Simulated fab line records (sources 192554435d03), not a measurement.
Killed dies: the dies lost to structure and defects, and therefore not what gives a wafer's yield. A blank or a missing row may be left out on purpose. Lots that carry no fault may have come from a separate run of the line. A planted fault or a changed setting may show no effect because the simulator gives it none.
A lot that was struck, set against a sound lot	flow n5_finfet	24 out of 1938 route steps
Sound: the wafers L461.2, L461.4, L461.6. Struck: wafer L470.1; the same lot's L470.6 was not struck, so it is left out; see the end for the cause.
For every step that has rows: the tool of each side, followed by ch and its chambers, followed by its first start. Under that, the readings that differ: sound wafers	struck wafers	difference of the means	sigmas: that difference in standard deviations of wafers without a fault.
alike: readings with means less than 2 such deviations apart, plus words and numbers identical on both sides. not compared: withheld readings, readings lacking a value on some wafer, bounds such as >300 that could conceal the same value, and numbers that have no deviation in the record and whose values overlap.
The two part at a step that has a row with sigmas, a row that says differs or no value, or rows on one side only. When numbers do not overlap yet have no deviation, they are printed without sigmas and do not part them. A reading that every wafer of one side lacks parts them only if that side has two wafers or more.

first, 1 step without rows for these wafers: N5_BEOL_M14_HARDBAKE_32 (time 120 s).
N5_BEOL_M14_CD_MEAS_28 targets a cd of 284.4 nm.
  sound on cd_sem-03 ch 0, day 13 00:46; struck on cd_sem-03 ch 0, day 15 14:56
  alike: cd_nm
N5_BEOL_M14_OVL_MEAS_29:
  sound on overlay-02 ch 0, day 13 00:48; struck on overlay-01 ch 0, day 15 14:58
  alike: M14_OVL
N5_BEOL_M14_INSPECT_30: inspects for defects (macro).
  sound on defect_inspect-01, day 13 00:49; struck on defect_inspect-01, day 15 14:59
  alike: raw_defect_count
then, 6 steps without rows for these wafers: N5_BEOL_M14_DESCUM_33 (chemistry O2, time 7.9 s); N5_BEOL_M14_ETCH_67 (etches SiARC in CF4, target depth 143 nm, time 238.3 s); N5_BEOL_M14_ETCH_68 (etches SOC in N2/H2, time 450 s); N5_BEOL_M14_STRIP_69 (strips in N2/H2); N5_BEOL_M14_TRENCH_ETCH_34 (etches SiO2 in C4F8/O2/Ar, target depth 556.65 nm, time 126.9 s); N5_BEOL_M14_STRIP_70 (strips in C4F8/O2/Ar).
N5_BEOL_M14_OCD_MEAS_35:
  sound on ocd-01, day 13 01:28; struck on ocd-02, day 15 15:38
  alike: trench_depth_nm
N5_BEOL_M14_STRIP_37: strips in O2.
  sound on rie_diel-04 ch 0,2,3, day 13 01:32; struck on rie_diel-05 ch 1, day 15 22:58
  alike: drypump_motor_current_A, oes_product_au, rf_vpp_V, showerhead_plenum_p_Torr, throttle_valve_pct
  not compared: rf_hours_counter_h
N5_BEOL_M14_ETCH_38: etches SiCN in CF4/N2, target depth 106.5 nm, time 120.6 s.
  sound on rie_diel-04 ch 0,2,3, day 13 01:34; struck on rie_diel-05 ch 1, day 15 23:00
reading	sound	struck	difference	sigmas
oes_product_au (a.u.)	0.94 0.69 0.83	1.14	+0.32	+5
model.etch.depth_nm (nm)	99.38 95.85 97.37	162.7	+65.2	
model.SiO2_of_BEOL_M14_ILD_DEP_00.thk_nm (nm)	1036 1063 1056	982	-70	
  alike: drypump_motor_current_A, rf_fwd_power_W, rf_vpp_V, showerhead_plenum_p_Torr, throttle_valve_pct
  not compared: rf_hours_counter_h
then, 2 steps without rows for these wafers: N5_BEOL_M14_PRECLEAN_39 (cleans in residue remover, time 60 s); N5_BEOL_M14_SRD_40 (time 30 s, dry time 30 s).
N5_BEOL_M14_DEGAS_41: time 60 s.
  sound on pvd_sputter-01, day 13 02:06; struck on pvd_sputter-02, day 15 23:27
  alike: heater_power_w
N5_BEOL_M14_PRE_CLEAN_42: time 30 s.
  sound on pvd_sputter-01, day 13 02:08; struck on pvd_sputter-02, day 15 23:29
  alike: heater_power_w
N5_BEOL_M14_SPUTTER_43: material TaN, target thk 15 nm, time 24.19 s.
  sound on pvd_sputter-01, day 13 02:11; struck on pvd_sputter-02, day 15 23:32
  alike: throttle_valve_pct
then, 3 steps without rows for these wafers: N5_BEOL_M14_SPUTTER_44 (material Ta, target thk 15 nm, time 24.19 s); N5_BEOL_M14_SPUTTER_45 (material Cu, target thk 100 nm, time 16.67 s); N5_BEOL_M14_ECD_47 (material Cu, target thk 1248 nm).
N5_BEOL_M14_ANNEAL_48: time 90 s.
  sound on rtp_anneal-02 ch 0, day 13 02:48; struck on rtp_anneal-02 ch 0, day 16 00:00
  alike: wafer_temp_C_max
N5_BEOL_M14_CMP_49: polishes, stops on SiO2, t overpolish 5.2 s, target thk 560 nm.
  sound on cmp-02 ch 2,3, day 13 03:05; struck on cmp-04 ch 3, day 16 00:20
reading	sound	struck	difference	sigmas
barrier_field_endpoint_s (s)	11.10 11.21 11.17	11.94	+0.78	+3
model.SiO2_of_BEOL_M14_ILD_DEP_00.thk_nm (nm)	1021 1048 1041	967	-70	
  alike: motor_current_A, overpolish_run_s, platen_rpm, slurry_filter_dp_kPa, time_to_endpoint_s
N5_BEOL_M14_THK_MEAS_50: measures by xrf.
  sound on film_metro-01, day 13 03:21; struck on film_metro-02, day 16 00:37
reading	sound	struck	difference	sigmas
M14_THK (nm)	559 560 572	532	-32	-3

## WHERE THEY PART
Last at N5_BEOL_M14_THK_MEAS_50 as far as this record goes, first at N5_BEOL_M14_ETCH_38.

WHY: what had been put in by the simulator
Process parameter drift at N5_BEOL_M14_ETCH_38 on rie_diel-05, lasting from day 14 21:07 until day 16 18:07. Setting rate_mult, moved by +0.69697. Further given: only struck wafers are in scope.
